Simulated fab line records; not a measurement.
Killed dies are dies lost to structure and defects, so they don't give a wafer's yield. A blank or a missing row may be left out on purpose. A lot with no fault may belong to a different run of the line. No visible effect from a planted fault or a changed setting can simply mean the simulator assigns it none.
A struck lot beside a sound one :: flow n5-finfet :: 15 steps out of a route of 1938
Sound: wafers L305.2, L305.4, L305.5. Wafers L315.1, L315.4, L315.6 were the ones struck. Last of all comes the cause.
Order at every step that has rows: each side's tool, ch and its chambers, its first start. Under that, the readings that differ: sound wafers :: struck wafers :: difference of the means :: sigmas: that difference in standard deviations of wafers without a fault.
alike: a reading whose means differ by less than 2 such deviations, as well as words and numbers matching on both sides. not compared: withheld readings; readings where some wafer has no value; bounds like >300 that might hide an equal value; numbers whose values overlap and for which the record gives no deviation.
A row with sigmas, a row that says differs or no value, or rows on one side alone: a step with any of these is where the two part. Numbers that don't overlap but have no deviation are shown without sigmas and don't part them. Lack of a reading on every wafer of one side parts them only where that side has two or more wafers.

first, 4 steps without rows for these wafers: N5_BEOL_M4_SOFTBAKE_23 (time 60 s); N5_BEOL_M4_EXPOSE_25 (exposes mask V3, defocus 5 nm); N5_BEOL_M4_PEB_26 (peb time 60 s); N5_BEOL_M4_DEVELOP_27 (develop time 30 s).
N5_BEOL_M4_CD_MEAS_28: target cd 26.2 nm, target cd y 24.1 nm.
  sound on cd-sem-02 ch 0, day 9 04:04; struck on cd-sem-03 ch 0, day 11 05:02
  alike: cd-nm
N5_BEOL_M4_OVL_MEAS_29:
  sound on overlay-01 ch 0, day 9 04:06; struck on overlay-02 ch 0, day 11 05:04
  alike: V3_OVL
N5_BEOL_M4_INSPECT_30: inspects for defects (brightfield).
  sound: defect-inspect-02 at day 9 04:09; struck: defect-inspect-02 at day 11 05:07
  alike: raw-defect-count
N5_BEOL_M4_DESCUM_33: chemistry O2, time 7 s.
  sound on rie-diel-06 ch 1,2,3, day 9 05:59; struck on rie-diel-04 ch 0,1, day 11 05:10
reading: oes-product-au (a.u.)
sound: 0.71 0.74 0.80
struck: 0.90 0.94 0.94
difference: +0.18
sigmas: +2
  alike: drypump-motor-current-A, rf-vpp-V, showerhead-plenum-p-Torr, throttle-valve-pct
  not compared: rf-hours-counter-h
N5_BEOL_M4_ETCH_77: etches underlayer in N2/H2, target depth 6.5 nm, time 5.2 s.
  sound on rie-diel-06 ch 1,2,3, day 9 06:02; struck on rie-diel-04 ch 0,1, day 11 05:11
reading: h2-flow-sccm (sccm)
sound: 199.2 199.1 198.8
struck: 201.1 200.5 200.8
difference: +1.8
sigmas: +3

reading: oes-product-au (a.u.)
sound: 0.62 0.64 0.69
struck: 0.78 0.80 0.79
difference: +0.14
sigmas: +2
  alike: drypump-motor-current-A, etch-rf-on-time-s, rf-vpp-V, showerhead-plenum-p-Torr, throttle-valve-pct
  not compared: rf-hours-counter-h
N5_BEOL_M4_ETCH_69: etches SiARC in CF4, target depth 15.6 nm, time 26 s.
  sound on rie-diel-06 ch 1,2,3, day 9 06:02; struck on rie-diel-04 ch 0,1, day 11 05:13
reading: oes-product-au (a.u.)
sound: 0.62 0.63 0.68
struck: 0.77 0.80 0.79
difference: +0.14
sigmas: +2
  alike: drypump-motor-current-A, etch-rf-on-time-s, rf-vpp-V, showerhead-plenum-p-Torr, throttle-valve-pct
  not compared: rf-hours-counter-h
N5_BEOL_M4_ALD_98: deposits SiO2, target thk 2.5 nm, pulse time 1 s, co reactant pulse time 1 s.
  sound on ald-sin-03 ch 2,3, day 9 06:37; struck on ald-sin-03 ch 1,2, day 11 05:17
  alike: heater-power-w, precursor-pulse-height-rel
N5_BEOL_M4_ETCHBACK_99: etches SiO2 in CHF3, target depth 5 nm, time 10.4 s.
  sound on rie-diel-04 ch 1,2,3, day 9 06:48; struck on rie-diel-06 ch 0,1,2, day 11 07:20
  alike: drypump-motor-current-A, oes_ar_750_au, oes-product-au, rf-vpp-V, showerhead-plenum-p-Torr, throttle-valve-pct
  not compared: rf-hours-counter-h
N5_BEOL_M4_ETCH_70: etches SOC in N2/H2, target depth 80 nm, overetch 24 nm, time 130 s.
  sound on rie-diel-04 ch 1,2,3, day 9 06:50; struck on rie-diel-06 ch 0,1,2, day 11 07:22
reading: h2-flow-sccm (sccm)
sound: 200.5 200.4 199.8
struck: 221.3 219.6 220.4
difference: +20.2
sigmas: +36

reading: throttle-valve-pct (%)
sound: 17.70 17.69 17.89
struck: 18.15 18.26 18.88
difference: +0.67
sigmas: +2
  alike: drypump-motor-current-A, oes-product-au, rf-vpp-V, showerhead-plenum-p-Torr
  not compared: rf-hours-counter-h
then, 1 step without rows for these wafers: N5_BEOL_M4_STRIP_71 (strips in N2/H2).
N5_BEOL_M4_RC_MEAS_101:
  sound on prober-01 ch 0, day 9 11:23; struck on prober-01 ch 0, day 11 11:48
reading: IOFF_N (nA/um)
sound: 0.145 0.135 0.130
struck: 0.187 0.185 0.231
difference: +0.064
sigmas: +3

reading: IOFF_P (nA/um)
sound: 0.207 0.195 0.185
struck: 0.244 0.234 0.281
difference: +0.057
sigmas: +2
  alike: DIBL_N, DIBL_P, ION_N, ION_P, SS_N, SS_P, VT_N, VT_P

WHERE THEY PART
Last at N5_BEOL_M4_RC_MEAS_101 as far as this record goes, first at N5_BEOL_M4_DESCUM_33.

WHY: the cause the simulator had injected
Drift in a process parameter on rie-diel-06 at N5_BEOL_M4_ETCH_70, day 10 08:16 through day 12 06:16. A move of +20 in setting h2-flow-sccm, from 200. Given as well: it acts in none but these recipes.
